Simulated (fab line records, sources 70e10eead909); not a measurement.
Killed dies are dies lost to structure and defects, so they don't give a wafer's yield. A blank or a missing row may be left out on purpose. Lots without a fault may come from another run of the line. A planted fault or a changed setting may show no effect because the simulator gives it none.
Chamber matching | flow nand_harc | NHARC_P_M0_PRE_CLEAN_31 on pecvd-04: 3 sister chambers
The step time 12 s. 24 wafers are shown with their chamber, then 12 later ones without.

WAFERS WITH THEIR CHAMBER
wafer  | chamber | heater_power_w (W)
L077.2 | 2       | 652
L077.4 | 0       | 468
L077.5 | 2       | 657
L077.1 | 0       | 471
L077.3 | 1       | 582
L077.6 | 1       | 590
L078.1 | 1       | 647
L078.3 | 0       | 529
L078.6 | 2       | 721
L079.1 | 1       | 594
L079.2 | 2       | 696
L079.6 | 1       | 600
L079.3 | 0       | 485
L079.4 | 0       | 476
L079.5 | 2       | 712
L082.1 | 0       | 503
L082.3 | 1       | 542
L082.5 | 0       | 505
L082.2 | 2       | 695
L082.4 | 1       | 520
L082.6 | 2       | 685
L081.2 | 0       | 506
L081.3 | 1       | 549
L081.4 | 1       | 561

SIGNATURES (means of the wafers above)
reading        | chamber 0 | chamber 1 | chamber 2 | scatter within a chamber
heater_power_w | 492.88    | 576.11    | 688.29    | 29.8
Rule: a wafer's distance from a chamber is the root of the sum, over the readings, of the square of ((its reading less the chamber's mean) divided by the reading's scatter). The wafer belongs to the nearest chamber; if the next one is less than 2 further off, it can't be placed. The scatter: the root of (the sum of the squares of (reading less its chamber's mean) over the shown wafers, divided by (wafers less chambers)).

WAFERS WITHOUT THEIR CHAMBER
wafer  | heater_power_w (W)
L080.1 | 651
L080.3 | 526
L080.4 | 533
L090.2 | 722
L090.5 | 464
L090.6 | 632
L096.4 | 638
L096.5 | 565
L096.6 | 684
L097.1 | 629
L097.2 | 690
L097.5 | 638

WHICH CHAMBER EACH WENT THROUGH
wafer  | from the rows above     | in truth
L080.1 | can't be placed: 2 or 1 | 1
L080.3 | can't be placed: 0 or 1 | 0
L080.4 | can't be placed: 0 or 1 | 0
L090.2 | 2                       | 2
L090.5 | 0                       | 0
L090.6 | can't be placed: 1 or 2 | 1
L096.4 | can't be placed: 2 or 1 | 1
L096.5 | 1                       | 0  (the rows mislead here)
L096.6 | 2                       | 2
L097.1 | can't be placed: 1 or 2 | 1
L097.2 | 2                       | 2
L097.5 | can't be placed: 2 or 1 | 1
Placed correctly: 4 of 12. Can't be placed from these rows: 7 (the true chamber is among the candidates in 7). Placed wrongly: 1.
